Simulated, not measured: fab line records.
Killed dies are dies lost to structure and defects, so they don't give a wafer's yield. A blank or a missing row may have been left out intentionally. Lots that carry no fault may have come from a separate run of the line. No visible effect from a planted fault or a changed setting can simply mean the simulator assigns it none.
Which tool did it? | flow n5Finfet | Sampling: 11 lots, 33 wafers, 5 of 1938 route steps

== WHAT THE GAUGES READ, wafer by wafer ==
No reading from a measuring or inspecting step in the record can be judged against a usual standard deviation.

== EACH LOT AND THE TOOL THAT RAN IT (in order: tool; ch and the chambers of the sampled wafers; start) ==
lot  | N5_BEOL_M11_ETCH_66               | N5_BEOL_M11_CURE_72          | N5_BEOL_M11_PRE_CLEAN_45    | N5_BEOL_M11_CMP_52            | N5_PASSIVATION_PROBE_49
L850 | rieDiel-02 ch 1,3, day 10 13:46   | uvCure-02 ch 1, day 10 14:25 | pvdSputter-01, day 10 14:57 | cmp-04 ch 0,3, day 10 16:20   | -
L849 | rieDiel-03 ch 0,2,3, day 10 21:15 | uvCure-03 ch 0, day 10 21:51 | pvdSputter-03, day 10 22:52 | cmp-04 ch 0,2, day 11 02:07   | -
L848 | rieDiel-02 ch 1,2, day 10 22:46   | uvCure-01 ch 2, day 10 23:25 | pvdSputter-03, day 11 01:26 | cmp-04 ch 0,1,2, day 11 02:55 | -
L863 | rieDiel-03 ch 1,2,3, day 13 19:43 | uvCure-02 ch 0, day 13 20:28 | pvdSputter-02, day 13 20:55 | cmp-02 ch 0,1,3, day 13 23:41 | -
L864 | rieDiel-02 ch 0,3, day 14 01:41   | uvCure-02 ch 1, day 14 02:17 | pvdSputter-01, day 14 02:41 | cmp-01 ch 1,2, day 14 03:50   | -
L865 | rieDiel-03 ch 1,2,3, day 14 09:46 | uvCure-02 ch 2, day 14 10:25 | pvdSputter-02, day 14 12:59 | cmp-02 ch 1,2,3, day 14 14:43 | -
L867 | rieDiel-02 ch 0,2, day 15 06:26   | uvCure-02 ch 0, day 15 07:05 | pvdSputter-03, day 15 09:25 | cmp-01 ch 0,2, day 15 10:37   | -
L866 | rieDiel-03 ch 0,1, day 15 08:37   | uvCure-01 ch 2, day 15 09:16 | pvdSputter-02, day 15 09:59 | cmp-02 ch 0,2,3, day 15 11:09 | -
L869 | rieDiel-03 ch 0,2,3, day 15 15:57 | uvCure-01 ch 2, day 15 16:33 | pvdSputter-02, day 15 16:55 | cmp-02 ch 0,1,2, day 15 19:48 | -
L868 | rieDiel-02 ch 0,2, day 15 16:24   | uvCure-01 ch 1, day 15 17:01 | pvdSputter-02, day 15 19:14 | cmp-04 ch 0,1,2, day 15 22:00 | prober-02, day 17 13:02
L870 | rieDiel-01 ch 0,1,2, day 15 22:34 | uvCure-03 ch 2, day 15 23:10 | pvdSputter-01, day 16 00:05 | cmp-01 ch 0,1,3, day 16 01:13 | -
- N5_BEOL_M11_ETCH_66: etches SOC in N2/H2, target depth 120 nm, overetch 24 nm, time 180 s.
- N5_BEOL_M11_CURE_72: cures SiCOH lowk, time 120 s.
- N5_BEOL_M11_PRE_CLEAN_45: time 30 s.
- N5_BEOL_M11_CMP_52: polishes, stops on SiCOH lowk, t overpolish 7 s, target thk 140 nm.
- N5_PASSIVATION_PROBE_49

== AS READ BY THE TOOLS THEMSELVES (means over the sampled wafers that have a number; for cases with no such wafer, the mark the record gives instead) ==
N5_BEOL_M11_ETCH_66. Usual: drypumpMotorCurrentA 6.0 A, standard deviation 0.37; oesProductAu 0.61 a.u., standard deviation 0.064; rfVppV 524.6 V, standard deviation 2.2; showerheadPlenumPTorr 2.56 Torr, standard deviation 0.081; throttleValvePct 17.9 %, standard deviation 0.31.
lot  | tool       | drypumpMotorCurrentA (A) | oesProductAu (a.u.) | rfVppV (V) | showerheadPlenumPTorr (Torr) | throttleValvePct (%) | flag
L850 | rieDiel-02 | 5.8                      | 0.56                | 523.0      | 2.47                         | 18.3                 | 
L849 | rieDiel-03 | 6.4                      | 0.63                | 525.4      | 2.61                         | 17.6                 | 
L848 | rieDiel-02 | 5.9                      | 0.58                | 524.1      | 2.56                         | 18.1                 | 
L863 | rieDiel-03 | 6.2                      | 0.61                | 525.3      | 2.56                         | 17.8                 | 
L864 | rieDiel-02 | 5.8                      | 0.59                | 522.8      | 2.53                         | 18.2                 | 
L865 | rieDiel-03 | 6.2                      | 0.61                | 524.2      | 2.56                         | 17.8                 | 
L867 | rieDiel-02 | 6.0                      | 0.61                | 525.3      | 2.62                         | 18.0                 | 
L866 | rieDiel-03 | 6.0                      | 0.58                | 524.6      | 2.57                         | 17.8                 | 
L869 | rieDiel-03 | 6.4                      | 0.60                | 525.4      | 2.59                         | 17.7                 | 
L868 | rieDiel-02 | 6.0                      | 0.64                | 525.9      | 2.61                         | 17.9                 | 
L870 | rieDiel-01 | 5.4                      | 0.63                | 524.3      | 2.55                         | 17.9                 | 

N5_BEOL_M11_CURE_72. Usual: lampPowerPct 52.31 %, standard deviation 0.055; wafer_temp_C_max 372.2, standard deviation 0.64.
lot  | tool      | lampPowerPct (%) | wafer_temp_C_max | flag
L850 | uvCure-02 | 52.32            | 371.7            | 
L849 | uvCure-03 | 52.28            | 371.8            | 
L848 | uvCure-01 | 52.34            | 372.3            | 
L863 | uvCure-02 | 52.33            | 371.8            | 
L864 | uvCure-02 | 52.31            | 372.1            | 
L865 | uvCure-02 | 52.29            | 373.3            | 
L867 | uvCure-02 | 52.30            | 371.3            | 
L866 | uvCure-01 | 52.27            | 371.7            | 
L869 | uvCure-01 | 52.29            | 372.4            | 
L868 | uvCure-01 | 52.29            | 371.7            | 
L870 | uvCure-03 | 52.38            | 373.3            | 

N5_BEOL_M11_PRE_CLEAN_45. Usual: heaterPowerW reads 342 W (standard deviation 56).
lot  | tool          | heaterPowerW (W) | flag
L850 | pvdSputter-01 | 341              | 
L849 | pvdSputter-03 | 367              | 
L848 | pvdSputter-03 | 324              | 
L863 | pvdSputter-02 | 356              | 
L864 | pvdSputter-01 | 343              | 
L865 | pvdSputter-02 | 344              | 
L867 | pvdSputter-03 | 370              | 
L866 | pvdSputter-02 | 312              | 
L869 | pvdSputter-02 | 327              | 
L868 | pvdSputter-02 | 318              | 
L870 | pvdSputter-01 | 346              | 

N5_BEOL_M11_CMP_52. Usual: barrierFieldEndpointS 29.0 s, standard deviation 1; motorCurrentA 6.0 A, standard deviation 0.58; overpolishRunS 7.000 s, standard deviation 0.009; padLifeWafers 869, standard deviation 680; timeToEndpointS 66 s, standard deviation 5.
lot  | tool   | barrierFieldEndpointS (s) | motorCurrentA (A) | overpolishRunS (s) | padLifeWafers | timeToEndpointS (s) | flag
L850 | cmp-04 | 29.6                      | 6.0               | 6.997              | 1710          | 69                  | 
L849 | cmp-04 | 28.8                      | 5.7               | 7.004              | 1784          | 65                  | 
L848 | cmp-04 | 20.4                      | 6.3               | 7.001              | 1790          | 45                  | OFF
L863 | cmp-02 | 29.4                      | 5.6               | 6.996              | 410           | 65                  | 
L864 | cmp-01 | 29.1                      | 5.5               | 6.999              | 1062          | 64                  | 
L865 | cmp-02 | 29.7                      | 5.7               | 6.993              | 506           | 67                  | 
L867 | cmp-01 | 28.4                      | 5.6               | 7.004              | 1340          | 60                  | 
L866 | cmp-02 | 28.7                      | 5.6               | 6.999              | 668           | 65                  | 
L869 | cmp-02 | 29.7                      | 5.7               | 7.003              | 734           | 68                  | 
L868 | cmp-04 | 28.6                      | 6.2               | 7.006              | 626           | 64                  | 
L870 | cmp-01 | 29.1                      | 6.0               | 7.006              | 1459          | 69                  | 

N5_PASSIVATION_PROBE_49. Usual: defectLimitedYield 91.4 %, standard deviation 1.5; killed_at_M0_to_M3 36, standard deviation 11; killed_at_M4_up 14, standard deviation 6; killedAtContacts 11, standard deviation 6; killedAtFrontEnd 37, standard deviation 11; killedAtOther 4, standard deviation 3.4; killedDies 102, standard deviation 18; killedOpen 66, standard deviation 13; killedShort 34, standard deviation 7.8; sort_bin_5_function 5.0 %, standard deviation 0.97; sort_bin_6_memory 3.2 %, standard deviation 0.7; sort_bin_8_speed 0.0 %, standard deviation 0.38; sortNPass 1078, standard deviation 19; sortYieldPct 91.3 %, standard deviation 1.6.
lot  | tool      | defectLimitedYield (%) | killed_at_M0_to_M3 | killed_at_M4_up | killedAtContacts | killedAtFrontEnd | killedAtOther | killedDies | killedOpen | killedShort | sort_bin_5_function (%) | sort_bin_6_memory (%) | sort_bin_8_speed (%) | sortNPass | sortYieldPct (%) | flag
L868 | prober-02 | 91.8                   | 30                 | 12              | 9                | 36               | 9             | 96         | 68         | 26          | 4.7                     | 3.2                   | 0.0                  | 1084      | 91.8             | 

== THE ANSWER, worked out from the rows above alone ==
Rule: take the mean of a lot's wafers that have a number; if it is more than 3 standard deviations from the usual mean, the lot is off. A lot without any number at a reading at which 4 lots or more have one is off too. Where the step has rows for the other lots, those lots are counted as sound. The gauges are gone through in route order, then the tools' own readings, and for those a lot's mean is taken as printed above. The first step at which some lot is off is used, and at that step the reading that is off furthest; a lot without a number counts as furthest.
Off at N5_BEOL_M11_CMP_52 (barrierFieldEndpointS): L848.
If a tool, at that step or one of the process steps before it, ran each lot that is off and ran no sound lot following the first of them, it fits. No candidate that was tried fits.

== WHAT THE SIMULATOR PUT IN ==
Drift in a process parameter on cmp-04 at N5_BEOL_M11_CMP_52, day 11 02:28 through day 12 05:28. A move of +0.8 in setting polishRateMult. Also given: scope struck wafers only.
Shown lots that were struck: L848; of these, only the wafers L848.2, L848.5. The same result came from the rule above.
